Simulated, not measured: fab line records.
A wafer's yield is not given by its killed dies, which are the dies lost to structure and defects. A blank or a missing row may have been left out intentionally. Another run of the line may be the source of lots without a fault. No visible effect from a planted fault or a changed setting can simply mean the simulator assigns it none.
fab line records + flow n5_finfet + part 2 of 2: steps 21 to 26 of 26
[record]
- lots = 5
- wafers = 15
- last_day = 18
route steps=1938 shown MIM_TOP_LITHO@1846 MIM_TOP_ETCH@1851 MIM_BOT_LITHO@1854 MIM_BOT_ETCH@1866
lots with no fault: from the same line, run without faults
start_h: start of the lot's first displayed wafer, in hours after the record's first day + wait_h: hours from the lot's prior step to this one + " unchanged from the row above + L1.1+2: one row covering several wafers at once + - no value, or no start given + * or withheld: withheld + < > ~ a bound
route shown NAME@n: names a module that has steps shown in the file, with the first one's number in the route + usual: mean/standard deviation taken from wafers without a fault + same: alike in all rows + chamber/n: place in a boat + sites: each site's reading + _std_site: their standard deviation + _edge_site: the outer-site mean with the inner-site mean subtracted + radius_mm: how far each site lies from the wafer's centre + mask NAME#n: copy n + behind: the most recent tool/chamber to have shaped the wafer + hold: reason for holding the lot/hours on hold/outcome of the hold + device: transistor that didn't switch, given as n, p or np + end of line: the route-end tests of the same wafers + a step given without rows: its recipe and nothing more + killed: the dies lost at the first sort to structure and to defects; this is not the yield of the wafer + map: dies across one wafer; x = killed, . = not, _ = none there
set.NAME: the setting as run; set.NAME@STEP: as run at that earlier step + model.NAME: the simulator's own value behind a step, which no gauge read
certain route steps with their lots: each step a table, each wafer a row
services: when a tool's chamber went out of use (start_h, in hours from the record's first day, below 0 if earlier), for how many hours, and the reason
[[steps]]
[step N5_MIM_BOT_ETCH_ETCH_04]
[recipe]
- chemistry = CF4/O2
- target = SiNx
- target_depth_a = 260
- time_s = 13
- ion_energy_ev = 100
- pressure_mtorr = 40
- source_w = 535
- bias_w = 49
- Ar_flow_sccm = 100
- cf4_flow_sccm = 100
- O2_flow_sccm = 10
[usual]
- cf4_flow_sccm = 100.01/0.3
- chamber_pressure_mTorr = 39.99/0.04
- drypump_motor_current_A = 5.7/0.46
- oes_ar_750_au = 0.80/0.087
- oes_product_au = 0.80/0.091
- rf_vpp_V = 239.3/2.9
- showerhead_plenum_p_Torr = 2.19/0.08
- throttle_valve_pct = 15.99/0.2
[same]
- time_s = 13
| lot.wafer | tool        | chamber | start_h | wait_h | cf4_flow_sccm | chamber_pressure_mTorr | drypump_motor_current_A | oes_ar_750_au | oes_product_au | rf_hours_counter_h | rf_vpp_V | showerhead_plenum_p_Torr | throttle_valve_pct |
|-----------|-------------|---------|---------|--------|---------------|------------------------|-------------------------|---------------|----------------|--------------------|----------|--------------------------|--------------------|
| L079.2    | rie_diel-01 | 0       | 313.25  | 0.0    | 100.24        | 39.98                  | 5.5                     | 0.74          | 0.74           | 146                | 241.0    | 2.12                     | 16.23              |
| L079.4    | "           | 3       | "       | "      | 100.08        | 39.95                  | 5.1                     | 0.86          | 0.87           | 29                 | 238.9    | 2.25                     | 15.65              |
| L079.6    | "           | 3       | "       | "      | 99.68         | 40.04                  | 5.1                     | 0.86          | 0.88           | -                  | 240.5    | 2.25                     | 15.64              |
| L083.1    | rie_diel-01 | 0       | 345.25  | 0.0    | 99.93         | 39.98                  | 5.5                     | 0.72          | 0.74           | 156                | 240.5    | 2.12                     | 16.25              |
| L083.4    | "           | 0       | "       | "      | 99.83         | 40.01                  | 5.5                     | 0.73          | 0.74           | -                  | 241.0    | 2.12                     | 16.24              |
| L083.6    | "           | 2       | "       | "      | 99.78         | 40.00                  | 6.0                     | 0.92          | 0.95           | -                  | 233.6    | 2.16                     | 15.97              |
| L085.3    | rie_diel-04 | 3       | 352.60  | 0.0    | 100.24        | 39.99                  | 6.7                     | 0.80          | 0.80           | 124                | 240.7    | 2.31                     | 15.92              |
| L085.4    | "           | 1       | "       | "      | 99.72         | 39.92                  | 5.6                     | 0.76          | 0.74           | 180                | 234.0    | 2.12                     | 16.02              |
| L085.6    | "           | 0       | "       | "      | 99.86         | 39.90                  | 5.8                     | 0.72          | 0.72           | -                  | 239.8    | 2.10                     | 15.93              |
| L086.2    | rie_diel-04 | 0       | 375.21  | 0.0    | 99.65         | 40.05                  | 5.8                     | 0.71          | 0.72           | 189                | 239.0    | 2.10                     | 15.95              |
| L086.5    | "           | 0       | "       | "      | 99.94         | 39.98                  | 5.8                     | 0.71          | 0.72           | -                  | 238.6    | 2.10                     | 15.95              |
| L086.6    | "           | 1       | "       | "      | 99.49         | 39.94                  | 5.7                     | 0.75          | 0.74           | -                  | 233.3    | 2.11                     | 16.02              |
| L097.1    | rie_diel-05 | 3       | 418.73  | 0.0    | 99.81         | 39.97                  | 5.6                     | 0.93          | 0.95           | 13                 | 244.1    | 2.35                     | 16.02              |
| L097.2    | "           | 1       | "       | "      | 99.75         | 39.96                  | 5.0                     | 0.77          | 0.76           | 144                | 239.3    | 2.21                     | 16.13              |
| L097.4    | "           | 0       | "       | "      | 99.92         | 39.99                  | 4.9                     | 0.89          | 0.89           | 46                 | 240.9    | 2.24                     | 16.03              |
[step N5_MIM_BOT_ETCH_ETCH_03]
[recipe]
- chemistry = Cl2/BCl3
- target_depth_a = 120
- pressure_mtorr = 8
- icp_w = 800
- bias_w = 100
- Cl2_flow_sccm = 20
- bcl3_flow_sccm = 80
[usual]
- chamber_pressure_mTorr = 8.000/0.0068
- drypump_motor_current_A = 5.5/0.36
- he_backside_leak_sccm = 3.5/0.38
- oes_product_au = 0.77/0.084
- throttle_valve_pct = 27.48/0.15
| lot.wafer | tool         | chamber | start_h | wait_h | chamber_pressure_mTorr | drypump_motor_current_A | he_backside_leak_sccm | oes_product_au | rf_hours_counter_h | throttle_valve_pct |
|-----------|--------------|---------|---------|--------|------------------------|-------------------------|-----------------------|----------------|--------------------|--------------------|
| L079.2    | rie_metal-03 | 0       | 313.34  | 0.1    | 7.994                  | 5.7                     | 3.4                   | 0.91           | 7                  | 27.33              |
| L079.4    | "            | 1       | "       | "      | 7.996                  | 5.8                     | 3.5                   | 0.68           | -                  | 27.52              |
| L079.6    | "            | 1       | "       | "      | 7.986                  | 5.8                     | 3.4                   | 0.69           | -                  | 27.54              |
| L083.1    | rie_metal-02 | 0       | 345.34  | 0.1    | 7.998                  | 4.9                     | 3.1                   | 0.72           | 66                 | 27.67              |
| L083.4    | "            | 0       | "       | "      | 7.991                  | 4.9                     | 2.9                   | 0.72           | -                  | 27.69              |
| L083.6    | "            | 0       | "       | "      | 8.004                  | 4.9                     | 2.9                   | 0.72           | -                  | 27.67              |
| L085.3    | rie_metal-01 | 0       | 352.72  | 0.1    | 7.996                  | 6.2                     | 3.2                   | 0.64           | -                  | 27.76              |
| L085.4    | "            | 1       | "       | "      | 8.004                  | 5.3                     | 3.1                   | 0.82           | -                  | 27.29              |
| L085.6    | "            | 0       | "       | "      | 8.009                  | 6.2                     | 3.3                   | 0.63           | -                  | 27.76              |
| L086.2    | rie_metal-03 | 0       | 375.30  | 0.1    | 8.011                  | 5.7                     | 3.6                   | 0.88           | 12                 | 27.33              |
| L086.5    | "            | 0       | "       | "      | 7.996                  | 5.7                     | 3.6                   | 0.88           | -                  | 27.33              |
| L086.6    | "            | 1       | "       | "      | 7.995                  | 5.8                     | 3.5                   | 0.68           | -                  | 27.54              |
| L097.1    | rie_metal-03 | 1       | 418.82  | 0.1    | 8.006                  | 5.8                     | 3.5                   | 0.67           | 89                 | 27.55              |
| L097.2    | "            | 0       | "       | "      | 8.004                  | 5.7                     | 3.6                   | 0.86           | 17                 | 27.34              |
| L097.4    | "            | 1       | "       | "      | 7.991                  | 5.8                     | 3.6                   | 0.66           | -                  | 27.54              |
[step N5_MIM_BOT_ETCH_ETCH_00]
[recipe]
- chemistry = Cl2/BCl3
- target = TiN
- target_depth_a = 455
- ion_energy_ev = 150
- pressure_mtorr = 10
- icp_w = 1000
- bias_w = 126
- Cl2_flow_sccm = 53.25
- bcl3_flow_sccm = 21.75
- Ar_flow_sccm = 25
[usual]
- chamber_pressure_mTorr = 9.999/0.0093
- drypump_motor_current_A = 5.5/0.35
- he_backside_leak_sccm = 3.44/0.23
- oes_ar_750_au = 0.77/0.083
- oes_product_au = 0.77/0.083
- throttle_valve_pct = 21.83/0.15
| lot.wafer | tool         | chamber | start_h | wait_h | chamber_pressure_mTorr | drypump_motor_current_A | he_backside_leak_sccm | oes_ar_750_au | oes_product_au | rf_hours_counter_h | throttle_valve_pct |
|-----------|--------------|---------|---------|--------|------------------------|-------------------------|-----------------------|---------------|----------------|--------------------|--------------------|
| L079.2    | rie_metal-03 | 0       | 313.43  | 0.1    | 10.000                 | 5.7                     | 3.46                  | 0.91          | 0.91           | 7                  | 21.65              |
| L079.4    | "            | 1       | "       | "      | 9.996                  | 5.8                     | 3.52                  | 0.68          | 0.68           | -                  | 21.91              |
| L079.6    | "            | 1       | "       | "      | 10.004                 | 5.8                     | 3.62                  | 0.68          | 0.69           | -                  | 21.91              |
| L083.1    | rie_metal-02 | 0       | 345.43  | 0.1    | 10.002                 | 4.9                     | 2.90                  | 0.71          | 0.72           | 66                 | 22.01              |
| L083.4    | "            | 0       | "       | "      | 9.996                  | 4.9                     | 3.21                  | 0.72          | 0.73           | -                  | 22.00              |
| L083.6    | "            | 0       | "       | "      | 9.996                  | 4.9                     | 3.37                  | 0.72          | 0.72           | -                  | 22.00              |
| L085.3    | rie_metal-01 | 0       | 352.82  | 0.1    | 10.007                 | 6.2                     | 3.23                  | 0.63          | 0.63           | -                  | 22.12              |
| L085.4    | "            | 1       | "       | "      | 10.000                 | 5.3                     | 3.13                  | 0.81          | 0.83           | -                  | 21.73              |
| L085.6    | "            | 0       | "       | "      | 10.015                 | 6.2                     | 3.31                  | 0.63          | 0.63           | -                  | 22.12              |
| L086.2    | rie_metal-03 | 0       | 375.39  | 0.1    | 9.992                  | 5.7                     | 3.48                  | 0.87          | 0.89           | 12                 | 21.65              |
| L086.5    | "            | 0       | "       | "      | 10.010                 | 5.6                     | 3.49                  | 0.88          | 0.88           | -                  | 21.65              |
| L086.6    | "            | 1       | "       | "      | 9.995                  | 5.8                     | 3.69                  | 0.68          | 0.68           | -                  | 21.93              |
| L097.1    | rie_metal-03 | 1       | 418.91  | 0.1    | 10.004                 | 5.8                     | 3.58                  | 0.67          | 0.66           | 89                 | 21.94              |
| L097.2    | "            | 0       | "       | "      | 9.998                  | 5.7                     | 3.72                  | 0.85          | 0.86           | 17                 | 21.67              |
| L097.4    | "            | 1       | "       | "      | 9.982                  | 5.8                     | 3.69                  | 0.67          | 0.66           | -                  | 21.93              |
[step N5_MIM_BOT_ETCH_STRIP_01]
[recipe]
- chemistry = O2
- power_w = 600
- temp_c = 60
- pressure_mtorr = 30
- rf_frequency_hz = 6e+07
- bias_power_w = 0
- overash_fraction = 0.5
- o2_flow_sccm = 225
[usual]
- chamber_pressure_mTorr = 30.02/0.07
- drypump_motor_current_A = 5.6/0.5
- oes_product_au = 0.81/0.1
- rf_vpp_V = 3.9/1.3
- showerhead_plenum_p_Torr = 2.09/0.079
- throttle_valve_pct = 16.73/0.24
| lot.wafer | tool        | chamber | start_h | wait_h | chamber_pressure_mTorr | drypump_motor_current_A | oes_product_au | rf_hours_counter_h | rf_vpp_V | showerhead_plenum_p_Torr | throttle_valve_pct |
|-----------|-------------|---------|---------|--------|------------------------|-------------------------|----------------|--------------------|----------|--------------------------|--------------------|
| L079.2    | rie_diel-05 | 0       | 313.58  | 0.1    | 30.02                  | 4.9                     | 0.98           | 5                  | 2.9      | 2.14                     | 16.64              |
| L079.4    | "           | 2       | "       | "      | 29.98                  | 6.1                     | 0.70           | 245                | 5.5      | 2.16                     | 17.03              |
| L079.6    | "           | 3       | "       | "      | 30.06                  | 5.6                     | 0.69           | -                  | 1.9      | 1.99                     | 17.13              |
| L083.1    | rie_diel-05 | 0       | 345.57  | 0.1    | 30.01                  | 4.9                     | 0.94           | 16                 | 3.8      | 2.13                     | 16.63              |
| L083.4    | "           | 3       | "       | "      | 29.96                  | 5.6                     | 0.67           | -                  | 3.9      | 1.99                     | 17.17              |
| L083.6    | "           | 0       | "       | "      | 30.10                  | 4.9                     | 0.94           | -                  | 4.2      | 2.14                     | 16.60              |
| L085.3    | rie_diel-05 | 1       | 352.92  | 0.1    | 29.97                  | 5.0                     | 0.77           | 121                | 1.4      | 2.11                     | 16.83              |
| L085.4    | "           | 0       | "       | "      | 29.99                  | 5.0                     | 0.94           | -                  | 3.5      | 2.13                     | 16.61              |
| L085.6    | "           | 1       | "       | "      | 30.08                  | 5.0                     | 0.77           | -                  | 5.4      | 2.11                     | 16.80              |
| L086.2    | rie_diel-05 | 0       | 375.56  | 0.1    | 30.01                  | 4.9                     | 0.93           | 29                 | 4.1      | 2.13                     | 16.65              |
| L086.5    | "           | 2       | "       | "      | 29.94                  | 6.1                     | 0.96           | -                  | 2.6      | 2.15                     | 16.59              |
| L086.6    | "           | 0       | "       | "      | 30.08                  | 5.0                     | 0.92           | -                  | 4.8      | 2.13                     | 16.59              |
| L097.1    | rie_diel-01 | 0       | 419.05  | 0.1    | 30.00                  | 5.6                     | 0.71           | 185                | 4.0      | 2.00                     | 16.94              |
| L097.2    | "           | 1       | "       | "      | 29.98                  | 5.9                     | 0.92           | 19                 | 5.0      | 2.25                     | 16.40              |
| L097.4    | "           | 2       | "       | "      | 30.05                  | 6.0                     | 0.89           | 55                 | 5.2      | 2.03                     | 16.61              |
[step N5_MIM_BOT_ETCH_STRIP_02]
[recipe]
- chemistry = post_etch_residue_remover
- time_s = 1200
- temp_c = 72.5
[same]
- time_s = 1200
| lot.wafer  | tool         | chamber | start_h | wait_h |
|------------|--------------|---------|---------|--------|
| L079.2+4+6 | wet_bench-04 | 7,6,4   | 313.65  | -      |
| L083.1+4+6 | wet_bench-03 | 2,7,0   | 345.64  | -      |
| L085.3+4+6 | wet_bench-04 | 4,0,6   | 352.99  | -      |
| L086.2+5+6 | wet_bench-05 | 2,4,3   | 375.62  | -      |
| L097.1+2+4 | wet_bench-05 | 0,7,4   | 419.12  | -      |
[step N5_MIM_BOT_ETCH_CLEAN_05]
[recipe]
- chemistry = IPA
- time_s = 180
- temp_c = 25
[same]
- time_s = 180
| lot.wafer  | tool         | chamber | start_h | wait_h |
|------------|--------------|---------|---------|--------|
| L079.2+4+6 | wet_bench-04 | 7,6,4   | 313.98  | 0.0    |
| L083.1+4+6 | wet_bench-03 | 2,7,0   | 345.97  | 0.0    |
| L085.3+4+6 | wet_bench-04 | 4,0,6   | 353.36  | 0.0    |
| L086.2+5+6 | wet_bench-05 | 2,4,3   | 375.96  | 0.0    |
| L097.1+2+4 | wet_bench-05 | 0,7,4   | 419.48  | 0.0    |
[[services]]
| tool           | chamber | start_h | hours | kind                          |
|----------------|---------|---------|-------|-------------------------------|
| rie_diel-02    | 1       | 296.22  | 11.3  | repair                        |
| pecvd-02       | -       | 311.50  | 0.8   | repair                        |
| rie_diel-05    | 2       | 328.23  | -     | clean                         |
| rie_diel-05    | 2       | 328.23  | -     | consumable_replace:focus_ring |
| rie_diel-05    | 2       | 328.23  | 30.7  | scheduled_down                |
| rie_diel-05    | 2       | 328.23  | 30.7  | vent_cycle                    |
| krf_scanner-02 | -       | 333.67  | 4.0   | pm                            |
| krf_scanner-02 | -       | 341.27  | 1.9   | repair                        |
| krf_scanner-01 | -       | 357.99  | 0.2   | repair                        |
| rie_diel-03    | 0       | 358.06  | 7.0   | repair                        |
| krf_scanner-01 | -       | 358.69  | 2.4   | repair                        |
| rie_diel-05    | 3       | 362.79  | -     | clean                         |
| rie_diel-05    | 3       | 362.79  | -     | consumable_replace:focus_ring |
| rie_diel-04    | 2       | 363.48  | 6.0   | repair                        |
| rie_diel-02    | 2       | 368.36  | 7.7   | repair                        |
| rie_metal-01   | 0       | 370.59  | 6.8   | repair                        |
| krf_scanner-02 | -       | 371.32  | 3.6   | pm                            |
| wet_bench-04   | -       | 374.43  | 1.9   | pm                            |
| rie_diel-06    | 2       | 374.95  | 7.2   | repair                        |
| krf_scanner-01 | -       | 378.59  | 1.0   | pm                            |
| krf_scanner-02 | -       | 396.31  | 1.0   | pm                            |
| rie_diel-05    | 1       | 406.94  | 5.4   | repair                        |
| krf_scanner-01 | -       | 408.40  | 1.3   | pm                            |
| rie_diel-01    | -       | 409.64  | 0.3   | repair                        |
